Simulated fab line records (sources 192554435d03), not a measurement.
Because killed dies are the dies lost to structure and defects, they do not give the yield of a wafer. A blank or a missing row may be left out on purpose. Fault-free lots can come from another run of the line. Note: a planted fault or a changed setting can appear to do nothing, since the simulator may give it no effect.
Split-lot trial	flow n5 finfet	route with 1938 steps; 7 lots, 21 wafers read

== ABOUT THE SPLIT ==
At N5_BEOL_M5_COAT_74 (time 60 s, resist thk 5 nm), the setting spin rpm was moved away from the recipe's 1500 rpm on 6 of the 21 wafers read, by -4.3% to +10.1%. The other wafers ran this setting at the recipe's value.

== FROM THE SPLIT TO THE READING: what the file shows between them, 3 steps ==
- N5_BEOL_M5_COAT_22: resist thk 30 nm
- N5_BEOL_M5_EBR_24
- N5_BEOL_M5_DESCUM_33: chemistry O2, time 7 s

== THE READING ==
etch.depth nm (the simulator's own value, which no gauge read), in nm, at N5_BEOL_M5_ETCH_75 (etches underlayer in N2/H2, target depth 6.5 nm, time 5.2 s). The file gives no usual value for it. Average 4.990 nm, standard deviation 0.0085 nm, over the 15 wafers here run with the recipe.

wafer	tool, chamber at the split	spin rpm as run, rpm	against the recipe	etch.depth nm, nm	against lot-mates on the recipe
L075.3	litho track-04, 0	1610	+7.3%	4.816	-0.179
L075.4	litho track-04, 0	1610	+7.3%	4.823	-0.172
L075.6	litho track-04, 0	1500	recipe	4.995	-
L076.3	litho track-05, 0	1436	-4.3%	5.096	+0.109
L076.5	litho track-05, 0	1500	recipe	4.987	-
L076.6	litho track-05, 0	1436	-4.3%	5.108	+0.121
L077.1	litho track-05, 0	1500	recipe	4.999	-
L077.2	litho track-05, 0	1500	recipe	4.992	-
L077.3	litho track-05, 0	1500	recipe	4.985	-
L080.2	litho track-05, 0	1500	recipe	5.004	-
L080.3	litho track-05, 0	1500	recipe	4.995	-
L080.5	litho track-05, 0	1500	recipe	4.996	-
L081.3	litho track-05, 0	1500	recipe	4.978	-
L081.5	litho track-05, 0	1500	recipe	4.982	-
L081.6	litho track-05, 0	1500	recipe	4.99	-
L083.1	litho track-05, 0	1500	recipe	4.995	-
L083.3	litho track-05, 0	1500	recipe	4.996	-
L083.4	litho track-05, 0	1588	+5.9%	4.859	-0.136
L093.1	litho track-05, 0	1500	recipe	4.977	-
L093.4	litho track-05, 0	1651	+10.1%	4.737	-0.239
L093.5	litho track-05, 0	1500	recipe	4.974	-

THE FIT
A straight line over all 21 wafers: etch.depth nm changes by -0.0243 nm for each +1% of spin rpm; r = -0.99; the points scatter about the line by 0.0092 nm.
The same after taking each lot's own level away (the mean of its wafers on the recipe; 21 wafers): -0.0243 nm for each +1%; r = -1.00; scatter 0.0056 nm.
According to that fit, moving spin rpm by its largest amount changes the reading by 0.24 nm.
From 4.9755 to 4.9983 nm: that is the span of the lots' own levels, equal to 2.7 times the standard deviation above.
Hence the lot-to-lot level has little effect on the slope; both slopes agree.
Check: for one of the wafers moved furthest among these (+10.1%), held out of the fit, the line's prediction against its lot-mates is -0.245 nm. Against them it came out at -0.239 nm.

== THESE WAFERS: OTHER SPLITS ==
Other splits were also applied to these wafers ahead of the reading. Each is held against what the fit with the lots' levels taken away leaves over:
other split on the same wafers	wafers away from the commonest value	r with etch.depth nm (lot level and that fit taken away)
N5_BEOL_M4_EXPOSE_08 dose mj	5	-0.47
N5_BEOL_M5_ETCH_72 bias w	5	-0.01

== THE FILE'S OWN FIT ==
etch.depth nm changes by -0.024 nm for each +1% of spin rpm, r = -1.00.
